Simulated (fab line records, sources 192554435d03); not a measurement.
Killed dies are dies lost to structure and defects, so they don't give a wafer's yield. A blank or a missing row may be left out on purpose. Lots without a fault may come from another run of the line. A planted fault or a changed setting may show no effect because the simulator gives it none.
fab line records | flow n5_finfet | part 1 of 2: steps 1 to 4 of 6
record lots=23 wafers=69 last_day=17
route steps=1938 shown BEOL_M3@971 BEOL_M4@1038
lots that met no fault: from a run of the same line without faults
start_h: hours from the record's first day to the start of the lot's first wafer shown | wait_h: hours since the lot's step before | " the same as in the row above | L1.1+2: a row that stands for several wafers | - no value, or no start given | * or withheld: withheld | < > ~ a bound
route shown NAME@n: a module of which the file shows steps, and the number in the route of the first | usual: mean/standard deviation of fault-free wafers | same: alike in all rows | chamber/n: place in a boat | sites: the reading at each site | _std_site: their standard deviation | _edge_site: outer sites' mean less inner sites' | radius_mm: how far each site lies from the wafer's centre | mask NAME#n: copy n | behind: the tool/chamber that last shaped the wafer | hold: why the lot was held/for how many hours/how that ended | device: the transistor (n, p or np) that didn't switch | end of line: the same wafers' tests at the end of the route | a step without rows: its recipe alone | killed: dies lost to structure and defects at the first sort, not the wafer's yield | map: a wafer's dies, x killed, . not, _ none there
set.NAME: the setting as run; set.NAME@STEP: as run at that earlier step | model.NAME: the simulator's own value behind a step, which no gauge read
steps of the route over a sample of lots; a table a step, a row a wafer
services: from which hour (start_h, from the record's first day; less than 0 if before it) a tool's chamber was out of use, for how many hours, and why
## steps
# step N5_BEOL_M3_ETCH_69
# recipe chemistry=CF4 target=SiARC target_depth_a=156 mask_material=CAR-EUV time_s=26 ion_energy_ev=80 pressure_mtorr=40 source_w=545 bias_w=36 Ar_flow_sccm=100 cf4_flow_sccm=100 ends=cleared
# usual drypump_motor_current_A=5.8/0.4 etch_rf_on_time_s=25.9/0.4 oes_product_au=0.68/0.059 rf_vpp_V=184.2/0.99 showerhead_plenum_p_Torr=2.15/0.046 throttle_valve_pct=15.57/0.28
# columns lot.wafer tool chamber start_h wait_h drypump_motor_current_A etch_rf_on_time_s oes_product_au rf_hours_counter_h rf_vpp_V showerhead_plenum_p_Torr throttle_valve_pct
L075.1 rie_diel-05 2 149.65 0.0 5.0 25.0 0.79 16 183.6 2.19 15.01
L075.4 " 0 " " 5.7 26.2 0.61 220 183.5 2.12 15.97
L075.5 " 3 " " 5.4 25.7 0.64 - 183.3 2.14 16.09
L074.1 rie_diel-03 3 152.37 0.0 6.2 26.0 0.77 27 184.4 2.18 15.34
L074.3 " 1 " " 6.2 26.6 0.63 145 182.5 2.23 15.56
L074.6 " 3 " " 6.2 26.0 0.78 - 184.9 2.18 15.35
L076.2 rie_diel-03 2 153.95 0.0 5.4 25.4 0.64 138 185.1 2.15 15.55
L076.3 " 0 " " 6.1 26.1 0.68 116 181.5 2.07 15.36
L076.6 " 1 " " 6.1 26.6 0.63 - 184.8 2.23 15.55
L077.3 rie_diel-01 2 159.42 0.0 5.7 25.9 0.73 49 183.2 2.09 15.30
L077.4 " 3 " " 5.1 25.9 0.60 244 183.7 2.19 15.73
L077.6 " 1 " " 5.7 26.4 0.72 - 183.3 2.17 15.50
L078.1 rie_diel-01 2 169.70 0.0 5.7 25.9 0.73 52 182.9 2.09 15.32
L078.3 " 3 " " 5.1 25.8 0.59 248 185.8 2.19 15.74
L078.5 " 3 " " 5.1 25.8 0.59 - 185.5 2.19 15.75
L079.1 rie_diel-03 2 174.59 0.0 5.4 25.4 0.64 144 183.4 2.15 15.59
L079.5 " 0 " " 6.2 26.0 0.68 - 184.2 2.07 15.38
L079.6 " 3 " " 6.3 26.0 0.77 - 184.9 2.17 15.36
L080.1 rie_diel-01 0 181.55 0.0 5.6 26.0 0.65 136 183.1 2.15 15.60
L080.4 " 0 " " 5.6 25.9 0.65 - 182.9 2.15 15.60
L080.6 " 1 " " 5.7 26.1 0.71 - 185.3 2.17 15.53
L081.4 rie_diel-05 0 192.52 0.0 5.7 26.1 0.59 231 182.6 2.11 15.99
L081.5 " 1 " " 6.2 25.8 0.68 - 184.8 2.16 15.87
L081.6 " 0 " " 5.7 26.0 0.59 - 182.4 2.11 15.98
L082.2 rie_diel-05 0 193.42 0.0 5.7 26.3 0.59 231 182.5 2.11 15.98
L082.3 " 3 " " 5.4 25.8 0.64 177 184.7 2.14 16.11
L082.6 " 2 " " 5.0 25.1 0.77 - 185.5 2.18 15.01
L083.1 rie_diel-03 1 197.88 0.0 6.1 26.6 0.63 158 185.2 2.23 15.60
L083.2 " 0 " " 6.2 26.4 0.67 128 183.5 2.07 15.39
L083.4 " 2 " " 5.5 25.8 0.63 151 184.5 2.14 15.59
L084.1 rie_diel-05 2 201.99 0.0 5.0 25.3 0.76 31 185.0 2.18 15.03
L084.2 " 1 " " 6.3 26.4 0.69 103 183.6 2.16 15.87
L084.3 " 0 " " 5.7 26.8 0.59 234 183.3 2.11 16.00
L085.2 rie_diel-05 1 216.02 0.0 6.2 26.1 0.68 107 183.6 2.16 15.90
L085.3 " 3 " " 5.4 25.8 0.63 182 184.8 2.13 16.13
L085.4 " 0 " " 5.7 25.9 0.59 238 184.1 2.11 15.99
L086.2 rie_diel-03 1 219.75 0.0 6.1 26.3 0.62 164 183.8 2.23 15.60
L086.3 " 3 " " 6.2 25.8 0.75 47 184.3 2.17 15.37
L086.5 " 1 " " 6.1 26.4 0.63 - 185.7 2.23 15.62
L087.2 rie_diel-03 0 223.77 0.0 6.2 26.3 0.65 136 183.6 2.07 15.40
L087.3 " 2 " " 5.5 25.8 0.63 158 184.3 2.14 15.59
L087.6 " 3 " " 6.3 25.9 0.75 - 182.7 2.17 15.40
L089.3 rie_diel-05 0 237.36 0.0 5.7 25.7 0.59 243 182.4 2.11 15.99
L089.5 " 3 " " 5.4 25.5 0.63 - 184.1 2.13 16.14
L089.6 " 2 " " 5.0 24.9 0.75 - 183.8 2.18 15.05
L091.2 rie_diel-03 3 245.28 0.0 6.3 26.5 0.74 54 185.7 2.17 15.39
L091.5 " 1 " " 6.1 26.8 0.62 - 186.1 2.22 15.60
L091.6 " 2 " " 5.4 26.0 0.63 - 182.6 2.14 15.64
L092.1 rie_diel-05 2 255.31 0.0 5.0 25.2 0.74 46 183.8 2.18 15.06
L092.4 " 1 " " 6.2 26.1 0.67 119 183.7 2.16 15.90
L092.6 " 0 " " 5.7 26.2 0.58 - 184.4 2.11 16.04
L090.2 rie_diel-03 3 255.65 0.0 6.3 26.2 0.73 58 183.6 2.17 15.40
L090.5 " 3 " " 6.3 26.4 0.74 - 184.3 2.17 15.42
L090.6 " 1 " " 6.1 26.6 0.62 - 184.7 2.22 15.63
L093.3 rie_diel-01 1 277.08 0.0 5.7 26.2 0.69 105 183.7 2.16 15.60
L093.4 " 0 " " 5.6 25.9 0.64 168 182.5 2.14 15.63
L093.6 " 3 " " 5.1 25.6 0.79 - 183.5 2.18 15.29
L095.1 rie_diel-01 2 278.86 0.0 5.7 25.9 0.69 87 182.9 2.08 15.37
L095.2 " 0 " " 5.6 25.8 0.63 169 184.6 2.14 15.64
L095.4 " 1 " " 5.7 26.0 0.69 106 185.5 2.16 15.57
L094.1 rie_diel-03 1 278.94 0.0 6.2 26.5 0.60 186 184.6 2.22 15.66
L094.2 " 0 " " 6.2 26.2 0.65 157 183.6 2.06 15.45
L094.6 " 0 " " 6.2 26.3 0.65 - 184.3 2.06 15.45
L096.2 rie_diel-01 1 281.84 0.0 5.7 26.2 0.69 107 183.8 2.16 15.59
L096.4 " 3 " " 5.1 25.1 0.80 30 184.6 2.18 15.30
L096.5 " 3 " " 5.1 25.3 0.78 - 184.8 2.18 15.30
L097.1 rie_diel-01 2 282.95 0.0 5.7 25.8 0.69 90 183.3 2.08 15.37
L097.2 " 0 " " 5.6 25.8 0.63 170 185.6 2.13 15.66
L097.5 " 1 " " 5.7 26.1 0.69 - 184.6 2.16 15.58
# step N5_BEOL_M3_ETCH_41
# recipe chemistry=CH3F/O2 target=SiCN target_depth_a=299 taper_deg=2 time_s=52.5 ion_energy_ev=120 mask_material=TiN pressure_mtorr=30 source_w=395 bias_w=75 Ar_flow_sccm=150 CH3F_flow_sccm=30 O2_flow_sccm=20
# usual drypump_motor_current_A=5.7/0.37 oes_product_au=0.80/0.078 rf_vpp_V=297.5/1.1 showerhead_plenum_p_Torr=2.01/0.045 throttle_valve_pct=16.23/0.24
# columns lot.wafer tool chamber start_h wait_h drypump_motor_current_A oes_product_au rf_hours_counter_h rf_vpp_V showerhead_plenum_p_Torr throttle_valve_pct
L075.1 rie_diel-05 2 - - 5.0 0.92 16 298.6 2.05 15.75
L075.4 " 3 " " 5.4 0.75 164 297.9 1.99 16.77
L075.5 " 2 " " 5.0 0.92 - 298.7 2.05 15.73
L074.1 rie_diel-01 1 - - 5.7 0.85 68 297.2 2.03 16.23
L074.3 " 0 " " 5.6 0.77 128 297.5 2.01 16.30
L074.6 " 2 " " 5.7 0.85 - 296.8 1.95 15.96
L076.2 rie_diel-03 0 - - 6.2 0.79 117 296.0 1.93 16.05
L076.3 " 2 " " 5.5 0.75 139 298.2 2.01 16.26
L076.6 " 1 " " 6.2 0.75 - 298.6 2.09 16.28
L077.3 rie_diel-01 3 - - 5.2 0.69 247 297.5 2.05 16.43
L077.4 " 1 " " 5.7 0.85 73 297.2 2.03 16.23
L077.6 " 0 " " 5.6 0.77 - 297.3 2.01 16.30
L078.1 rie_diel-01 3 - - 5.1 0.68 248 298.3 2.05 16.42
L078.3 " 1 " " 5.7 0.84 74 298.1 2.03 16.23
L078.5 " 3 " " 5.1 0.69 - 298.7 2.05 16.42
L079.1 rie_diel-03 1 - - 6.2 0.74 152 299.4 2.09 16.27
L079.5 " 3 " " 6.2 0.89 - 297.3 2.04 16.08
L079.6 " 0 " " 6.2 0.78 - 294.1 1.93 16.04
L080.1 rie_diel-01 1 - - 5.7 0.84 77 297.6 2.03 16.24
L080.4 " 2 " " 5.7 0.85 - 298.3 1.94 15.97
L080.6 " 1 " " 5.7 0.85 - 298.4 2.03 16.24
L081.4 rie_diel-03 0 - - 6.2 0.78 128 296.6 1.93 16.07
L081.5 " 1 " " 6.2 0.74 - 299.4 2.09 16.30
L081.6 " 2 " " 5.5 0.73 - 296.7 2.00 16.29
L082.2 rie_diel-01 2 - - 5.7 0.84 62 295.6 1.94 15.98
L082.3 " 0 " " 5.6 0.76 142 298.8 2.01 16.33
L082.6 " 0 " " 5.6 0.76 - 298.3 2.01 16.32
L083.1 rie_diel-01 0 - - 5.6 0.77 142 297.0 2.01 16.33
L083.2 " 3 " " 5.1 1.00 3 299.0 2.05 15.96
L083.4 " 2 " " 5.7 0.85 62 296.4 1.94 15.99
L084.1 rie_diel-03 2 - - 5.5 0.74 152 297.9 2.00 16.29
L084.2 " 1 " " 6.2 0.73 160 298.7 2.09 16.31
L084.3 " 0 " " 6.2 0.78 130 296.1 1.93 16.07
L085.2 rie_diel-01 3 - - 5.1 0.97 9 298.3 2.05 15.97
L085.3 " 1 " " 5.7 0.83 89 297.8 2.02 16.25
L085.4 " 0 " " 5.6 0.76 148 296.8 2.01 16.32
L086.2 rie_diel-01 0 - - 5.6 0.75 150 297.0 2.01 16.33
L086.3 " 1 " " 5.7 0.84 91 297.8 2.02 16.25
L086.5 " 0 " " 5.6 0.75 - 297.4 2.01 16.34
L087.2 rie_diel-05 0 - - 5.7 0.69 240 298.5 1.97 16.73
L087.3 " 2 " " 5.0 0.87 38 297.5 2.05 15.78
L087.6 " 2 " " 5.0 0.88 - 297.9 2.04 15.76
L089.3 rie_diel-05 0 - - 5.7 0.69 244 297.6 1.97 16.71
L089.5 " 3 " " 5.4 0.73 - 295.7 1.98 16.81
L089.6 " 0 " " 5.7 0.68 - 295.2 1.97 16.72
L091.2 rie_diel-01 3 - - 5.1 0.96 17 298.2 2.04 15.98
L091.5 " 0 " " 5.6 0.75 - 297.2 2.00 16.36
L091.6 " 3 " " 5.2 0.95 - 299.2 2.04 15.99
L092.1 rie_diel-01 3 - - 5.1 0.94 19 298.0 2.04 15.99
L092.4 " 1 " " 5.7 0.81 100 297.8 2.02 16.26
L092.6 " 0 " " 5.6 0.74 - 296.9 2.00 16.37
L090.2 rie_diel-03 1 - - 6.1 0.72 175 299.8 2.08 16.30
L090.5 " 0 " " 6.2 0.77 - 295.6 1.92 16.11
L090.6 " 3 " " 6.2 0.86 - 299.3 2.03 16.15
L093.3 rie_diel-01 3 - - 5.1 0.93 29 297.3 2.04 16.02
L093.4 " 1 " " 5.7 0.81 106 297.0 2.02 16.28
L093.6 " 3 " " 5.1 0.93 - 298.6 2.04 16.00
L095.1 rie_diel-03 3 - - 6.2 0.84 72 297.4 2.02 16.17
L095.2 " 1 " " 6.2 0.71 189 298.9 2.08 16.36
L095.4 " 2 " " 5.4 0.73 166 295.0 2.00 16.29
L094.1 rie_diel-01 3 - - 5.2 0.92 31 298.1 2.04 16.00
L094.2 " 2 " " 5.7 0.80 90 295.1 1.93 16.02
L094.6 " 3 " " 5.2 0.92 - 299.4 2.04 16.01
L096.2 rie_diel-03 1 - - 6.1 0.72 189 299.5 2.08 16.36
L096.4 " 3 " " 6.2 0.85 72 297.8 2.02 16.16
L096.5 " 3 " " 6.2 0.84 - 296.8 2.02 16.16
L097.1 rie_diel-01 2 - - 5.7 0.80 90 296.2 1.93 16.03
L097.2 " 0 " " 5.6 0.73 171 298.1 2.00 16.37
L097.5 " 0 " " 5.6 0.74 - 299.2 2.00 16.40
# step N5_BEOL_M3_PRE_CLEAN_45
# recipe gas=H2/He time_s=30 temp_c=250
# usual heater_power_w=344/44
# columns lot.wafer tool chamber start_h wait_h heater_power_w
L075.1 pvd_sputter-03 - 151.29 0.0 331
L075.4 " - " " 299
L075.5 " - " " 297
L074.1 pvd_sputter-02 - 153.60 0.0 410
L074.3 " - " " 280
L074.6 " - " " 414
L076.2 pvd_sputter-02 - 157.46 0.0 421
L076.3 " - " " 310
L076.6 " - " " 282
L077.3 pvd_sputter-02 - 168.06 0.0 390
L077.4 " - " " 316
L077.6 " - " " 418
L078.1 pvd_sputter-01 - 171.63 0.0 369
L078.3 " - " " 309
L078.5 " - " " 350
L079.1 pvd_sputter-03 - 179.46 0.0 344
L079.5 " - " " 356
L079.6 " - " " 336
L080.1 pvd_sputter-02 - 184.14 0.0 430
L080.4 " - " " 323
L080.6 " - " " 311
L081.4 pvd_sputter-03 - 196.61 0.0 300
L081.5 " - " " 357
L081.6 " - " " 333
L082.2 pvd_sputter-03 - 199.43 0.0 326
L082.3 " - " " 355
L082.6 " - " " 301
L083.1 pvd_sputter-03 - 199.95 0.0 352
L083.2 " - " " 289
L083.4 " - " " 337
L084.1 pvd_sputter-01 - 203.16 0.0 348
L084.2 " - " " 366
L084.3 " - " " 390
L085.2 pvd_sputter-01 - 219.75 0.0 397
L085.3 " - " " 308
L085.4 " - " " 370
L086.2 pvd_sputter-02 - 226.01 0.0 426
L086.3 " - " " 397
L086.5 " - " " 397
L087.2 pvd_sputter-02 - 226.63 0.0 391
L087.3 " - " " 424
L087.6 " - " " 418
L089.3 pvd_sputter-01 - 239.51 0.0 343
L089.5 " - " " 368
L089.6 " - " " 407
L091.2 pvd_sputter-01 - 250.53 0.0 307
L091.5 " - " " 345
L091.6 " - " " 309
L092.1 pvd_sputter-01 - 257.16 0.0 348
L092.4 " - " " 391
L092.6 " - " " 315
L090.2 pvd_sputter-03 - 257.37 0.0 350
L090.5 " - " " 303
L090.6 " - " " 341
L093.3 pvd_sputter-03 - 280.75 0.0 352
L093.4 " - " " 296
L093.6 " - " " 352
L095.1 pvd_sputter-02 - 283.91 0.0 393
L095.2 " - " " 421
L095.4 " - " " 274
L094.1 pvd_sputter-02 - 283.99 0.0 276
L094.2 " - " " 405
L094.6 " - " " 281
L096.2 pvd_sputter-01 - 284.21 0.0 371
L096.4 " - " " 309
L096.5 " - " " 392
L097.1 pvd_sputter-03 - 284.27 0.0 302
L097.2 " - " " 338
L097.5 " - " " 300
# step N5_BEOL_M3_ALD_84
# recipe material=TaN target_thk_a=* temp_c=275 ald_precursor_family=PDMAT ald_co_reactant=NH3 pressure_torr=3 carrier_flow_sccm=1500 pulse_time_s=2 purge_time_s=3 co_reactant_purge_time_s=2 co_reactant_pulse_time_s=3 ald_cycles=30 precursor_vessel_temp_c=75 precursor_vessel_pressure_torr=26.25 precursor_vessel_carrier_sccm=1000
# usual heater_power_w=434/47
# same co_reactant_pulse_time_s=3
# columns lot.wafer tool chamber start_h wait_h heater_power_w since_wet_clean_h
L075.1 ald_metal-02 0 151.35 0.0 461 1353
L075.4 " 3 " " 393 1353
L075.5 " 0 " " 446 -
L074.1 ald_metal-03 0 153.71 0.1 402 2894
L074.3 " 3 " " 421 2894
L074.6 " 0 " " 398 -
L076.2 ald_metal-02 1 157.52 0.0 416 1359
L076.3 " 0 " " 449 1359
L076.6 " 2 " " 383 -
L077.3 ald_metal-04 2 168.13 0.0 526 4446
L077.4 " 3 " " 389 4446
L077.6 " 1 " " 419 -
L078.1 ald_metal-02 2 171.69 0.0 381 1373
L078.3 " 1 " " 419 1373
L078.5 " 2 " " 379 -
L079.1 ald_metal-04 0 179.53 0.0 454 4458
L079.5 " 1 " " 410 -
L079.6 " 2 " " 534 -
L080.1 ald_metal-02 2 184.22 0.1 384 1386
L080.4 " 1 " " 419 1386
L080.6 " 3 " " 401 -
L081.4 ald_metal-03 0 196.71 0.1 408 2937
L081.5 " 3 " " 429 -
L081.6 " 2 " " 450 -
L082.2 ald_metal-04 3 199.55 0.1 381 4478
L082.3 " 2 " " 538 4478
L082.6 " 3 " " 391 -
L083.1 ald_metal-04 1 200.03 0.1 407 4478
L083.2 " 2 " " 530 4478
L083.4 " 0 " " 465 4478
L084.1 ald_metal-02 3 203.27 0.1 389 1405
L084.2 " 1 " " 411 1405
L084.3 " 2 " " 394 1405
L085.2 ald_metal-02 3 219.81 0.0 385 1421
L085.3 " 2 " " 398 1421
L085.4 " 0 " " 453 1421
L086.2 ald_metal-03 0 226.25 0.2 393 2966
L086.3 " 3 " " 416 2966
L086.5 " 3 " " 418 -
L087.2 ald_metal-04 0 226.77 0.1 463 4505
L087.3 " 1 " " 417 4505
L087.6 " 0 " " 455 -
L089.3 ald_metal-02 2 239.58 0.1 390 1441
L089.5 " 1 " " 428 -
L089.6 " 2 " " 390 -
L091.2 ald_metal-03 0 250.59 0.0 394 2990
L091.5 " 0 " " 389 -
L091.6 " 3 " " 416 -
L092.1 ald_metal-04 3 257.22 0.0 393 4536
L092.4 " 1 " " 422 4536
L092.6 " 2 " " 539 -
L090.2 ald_metal-03 0 257.44 0.0 385 2997
L090.5 " 3 " " 420 -
L090.6 " 0 " " 399 -
L093.3 ald_metal-02 1 280.81 0.0 427 1482
L093.4 " 2 " " 378 1482
L093.6 " 2 " " 382 -
L095.1 ald_metal-04 0 283.97 0.0 454 4562
L095.2 " 2 " " 530 4562
L095.4 " 0 " " 461 -
L094.1 ald_metal-03 2 284.05 0.0 448 3024
L094.2 " 0 " " 389 3024
L094.6 " 0 " " 397 -
L096.2 ald_metal-02 3 284.27 0.0 393 1486
L096.4 " 2 " " 385 1486
L096.5 " 3 " " 395 -
L097.1 ald_metal-04 1 284.34 0.0 428 4563
L097.2 " 2 " " 534 4563
L097.5 " 0 " " 453 -
